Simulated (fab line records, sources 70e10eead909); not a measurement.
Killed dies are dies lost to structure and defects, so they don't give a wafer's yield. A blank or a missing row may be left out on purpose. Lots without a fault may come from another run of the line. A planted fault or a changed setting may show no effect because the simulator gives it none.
A struck lot beside a sound one | flow nand_harc | 23 steps out of a route of 1302
Sound: wafers L971.1, L971.4, L971.5. Struck: wafers L987.2, L987.4. (L987.3 of the same lot was not struck and is left out.) The cause comes at the end.
At each step with rows: each side's tool, then ch and its chambers, then its first start. Under that, the readings that differ: sound wafers | struck wafers | difference of the means | sigmas: that difference in standard deviations of wafers without a fault.
alike: readings whose means differ by less than 2 such deviations, and words and numbers that are the same on both sides. not compared: withheld readings, readings that some wafer has no value for, bounds like >300 that may hide the same value, and numbers for which the record gives no deviation and whose values overlap.
The two part at a step that has a row with sigmas, a row that says differs or no value, or rows on one side only. Numbers that don't overlap but have no deviation are shown without sigmas and don't part them. A reading that every wafer of one side lacks parts them only if that side has two wafers or more.

NHARC_P_CONTACT_DEP_00: deposits SiO2, target thk 500 nm.
  sound on pecvd-03 ch 1,2; struck on pecvd-01 ch 0,2
  alike: heater_power_w, showerhead_vpp_V, throttle_valve_pct
NHARC_P_CONTACT_CMP_01: polishes SiO2, target thk 200 nm.
  sound on cmp-03 ch 0,2, day 5 21:53; struck on cmp-03 ch 0,3, day 12 16:14
  alike: motor_current_A
then, 9 steps without rows for these wafers: NHARC_P_CONTACT_SRD_03; NHARC_P_CONTACT_DEHYDRATE_04 (time 120 s); NHARC_P_CONTACT_HMDS_05 (time 30 s); NHARC_P_CONTACT_COAT_33 (time 75 s); NHARC_P_CONTACT_COAT_34 (time 65 s); NHARC_P_CONTACT_COAT_06 (resist thk 90 nm); NHARC_P_CONTACT_SOFTBAKE_07 (time 55 s); NHARC_P_CONTACT_EBR_08; NHARC_P_CONTACT_EXPOSE_09 (exposes mask P CA, target cd 90 nm).
NHARC_P_CONTACT_PEB_10: peb time 65 s.
  sound on litho_track-04 ch 0, day 5 22:38; struck on litho_track-06 ch 0, day 12 16:52
  alike: resist_line_temp_C
then, 1 step without rows for these wafers: NHARC_P_CONTACT_DEVELOP_11 (develop time 35 s).
NHARC_P_CONTACT_CD_MEAS_12: target cd 90 nm.
  sound on cd_sem-03 ch 0, day 5 22:43; struck on cd_sem-01 ch 0, day 12 16:57
  reading    | sound          | struck      | difference | sigmas
  cd_nm (nm) | 89.7 90.5 89.8 | 107.5 107.4 | +17.5      | +36
NHARC_P_CONTACT_OVL_MEAS_13:
  sound on overlay-02, day 5 22:49; struck on overlay-01, day 12 17:02
  alike: overlay_x_nm, overlay_y_nm
NHARC_P_CONTACT_INSPECT_14:
  sound on defect_inspect-02, day 5 22:50; struck on defect_inspect-01, day 12 17:04
  alike: raw_defect_count
NHARC_P_CONTACT_DESCUM_17: chemistry O2, time 3 s.
  sound on rie_diel-11 ch 0,1,2, day 5 22:55; struck on rie_diel-11 ch 2,3, day 12 17:08
  reading                    | sound             | struck      | difference | sigmas
  model.P_CONTACT.cd_nm (nm) | 89.88 90.86 90.23 | 107.4 107.7 | +17.2      |
  alike: drypump_motor_current_A, oes_product_au, rf_vpp_V, showerhead_plenum_p_Torr, throttle_valve_pct
  not compared: rf_hours_counter_h
NHARC_P_CONTACT_ETCH_35: etches the open film in CF4, target depth 39 nm, time 65 s.
  sound on rie_diel-11 ch 0,1, day 5 22:59; struck on rie_diel-11 ch 0,1, day 12 17:13
  alike: drypump_motor_current_A, oes_product_au, rf_vpp_V, showerhead_plenum_p_Torr, throttle_valve_pct
  not compared: rf_hours_counter_h
NHARC_P_CONTACT_ETCH_36: etches the open film in N2/H2, target depth 260 nm, time 406.25 s.
  sound on rie_diel-11 ch 1,3; struck on rie_diel-11 ch 1,3
  reading                | sound                | struck        | difference | sigmas
  throttle_valve_pct (%) | 14.184 14.188 14.172 | 14.151 14.166 | -0.023     | -2
  alike: drypump_motor_current_A, oes_product_au, rf_vpp_V, showerhead_plenum_p_Torr
  not compared: rf_hours_counter_h
NHARC_P_CONTACT_ETCH_18: etches the open film in C4F8/O2/Ar, target depth 481 nm, time 240.5 s.
  sound on rie_diel-11 ch 1,2,3; struck on rie_diel-11 ch 0,3
  alike: oes_product_au, rf_vpp_V
  not compared: rf_hours_counter_h
then, 1 step without rows for these wafers: NHARC_P_CONTACT_STRIP_37 (strips in C4F8/O2/Ar).
NHARC_P_CONTACT_ETCH_31: etches the open film in CH3F/O2, target depth 30 nm, time 85.7 s.
  sound on rie_diel-11 ch 0,1,3; struck on rie_diel-11 ch 1,2
  reading                    | sound             | struck    | difference | sigmas
  model.P_CONTACT.cd_nm (nm) | 90.05 89.32 89.37 | 105.9 107 | +16.9      |
  alike: drypump_motor_current_A, oes_product_au, rf_vpp_V, showerhead_plenum_p_Torr, throttle_valve_pct
  not compared: rf_hours_counter_h
NHARC_P_CONTACT_CD_MEAS_19:
  sound on cd_sem-02, day 5 23:47; struck on cd_sem-01, day 12 18:01
  reading    | sound          | struck      | difference | sigmas
  cd_nm (nm) | 90.0 89.0 89.5 | 105.8 106.8 | +16.8      | +15

WHERE THEY PART
First at NHARC_P_CONTACT_CD_MEAS_12; last, within this record, at NHARC_P_CONTACT_CD_MEAS_19.

WHY: what the simulator had put in
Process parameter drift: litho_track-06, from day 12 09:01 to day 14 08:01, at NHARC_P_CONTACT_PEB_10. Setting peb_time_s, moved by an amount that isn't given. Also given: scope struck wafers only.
